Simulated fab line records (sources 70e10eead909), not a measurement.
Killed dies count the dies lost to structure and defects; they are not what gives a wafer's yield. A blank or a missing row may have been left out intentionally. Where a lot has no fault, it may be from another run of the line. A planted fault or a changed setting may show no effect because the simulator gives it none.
2 desks, one fault || flow nand harc || what lay behind the numbers comes last; until then each desk has only its own

== FROM THE METROLOGY DESK ==
What the gauges read for every lot (on any tool): the sampled wafers with a number, averaged. Any lot whose mean is over 4 standard deviations away from the usual mean is out of limits and marked OUT; that distance is given in the brackets.
Columns: A = thk nm at NHARC_A_ONON_D1_THK_MEAS_21, usual 999 nm; B = thk nm at NHARC_A_ONON_D1_THK_MEAS_30, usual 997 nm
{"lot": "L695", "first seen here": "day 8 00:00", "A": 1002, "B": 995}
{"lot": "L696", "first seen here": "day 8 00:00", "A": 995, "B": 1011}
{"lot": "L698", "first seen here": "day 8 06:47", "A": 992, "B": 996}
{"lot": "L697", "first seen here": "day 8 19:48", "A": 1008, "B": 1017}
{"lot": "L699", "first seen here": "day 9 04:00", "A": 1013, "B": 992}
{"lot": "L701", "first seen here": "day 9 04:01", "A": 1017, "B": 994}
{"lot": "L700", "first seen here": "day 9 04:22", "A": 986, "B": 1003}
{"lot": "L704", "first seen here": "day 10 01:55", "A": "944 (-5.5) OUT", "B": 993}
{"lot": "L705", "first seen here": "day 10 14:08", "A": 961, "B": 990}
{"lot": "L711", "first seen here": "day 11 20:27", "A": 972, "B": 994}
{"lot": "L713", "first seen here": "day 12 15:15", "A": 989, "B": 993}
{"lot": "L714", "first seen here": "day 12 23:23", "A": 1000, "B": 1007}
{"lot": "L716", "first seen here": "day 13 04:12", "A": 999, "B": 989}
{"lot": "L718", "first seen here": "day 13 23:32", "A": 995, "B": 984}
This desk's finding: out of limits on L704; first on L704, day 10 01:55 (thk nm at NHARC_A_ONON_D1_THK_MEAS_21). L695, L696, L698, L697, L699, L701, L700, L705, L711, L713, L714, L716, L718 stayed within limits.

== THE DEFECT DESK ==
Per lot, the means of the sampled wafers with a number show what the inspections along the route counted. Any lot whose mean is over 4 standard deviations away from the usual mean is out of limits and marked OUT; that distance is given in the brackets.
Columns: A = raw defect count at NHARC_A_START_INSPECT_01, usual 3.6
{"lot": "L696", "first seen here": "day 6 13:26", "A": 3.3}
{"lot": "L695", "first seen here": "day 6 14:17", "A": 3.3}
{"lot": "L698", "first seen here": "day 6 21:17", "A": 5.3}
{"lot": "L697", "first seen here": "day 7 06:51", "A": 5.3}
{"lot": "L701", "first seen here": "day 7 16:40", "A": 2.7}
{"lot": "L699", "first seen here": "day 7 17:25", "A": 4.3}
{"lot": "L700", "first seen here": "day 7 18:05", "A": 4.0}
{"lot": "L704", "first seen here": "day 8 17:33", "A": 2.5}
{"lot": "L705", "first seen here": "day 9 02:28", "A": 3.7}
{"lot": "L711", "first seen here": "day 10 09:52", "A": 5.3}
{"lot": "L713", "first seen here": "day 11 04:38", "A": 3.7}
{"lot": "L714", "first seen here": "day 11 12:11", "A": 2.3}
{"lot": "L716", "first seen here": "day 11 18:20", "A": 3.3}
{"lot": "L718", "first seen here": "day 12 09:49", "A": 2.0}
This desk found nothing out of limits on any of the 14 lots.

== TAKEN TOGETHER ==
L704 would have let the metrology desk raise an alarm at day 10 01:55.
The defect desk saw nothing out of limits.
The defect desk has L704 on record, within its limits.
On pecvd onon-04, each named lot ran NHARC_A_ONON_D1_DEP_19.

== WHAT THE SIMULATOR PUT IN ==
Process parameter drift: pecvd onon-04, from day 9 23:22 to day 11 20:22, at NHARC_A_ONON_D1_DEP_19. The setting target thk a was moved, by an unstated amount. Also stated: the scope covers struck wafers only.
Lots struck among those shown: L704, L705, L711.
Per desk, hours elapsed from the start of the fault to the first reading out of limits: for the metrology desk, 3.
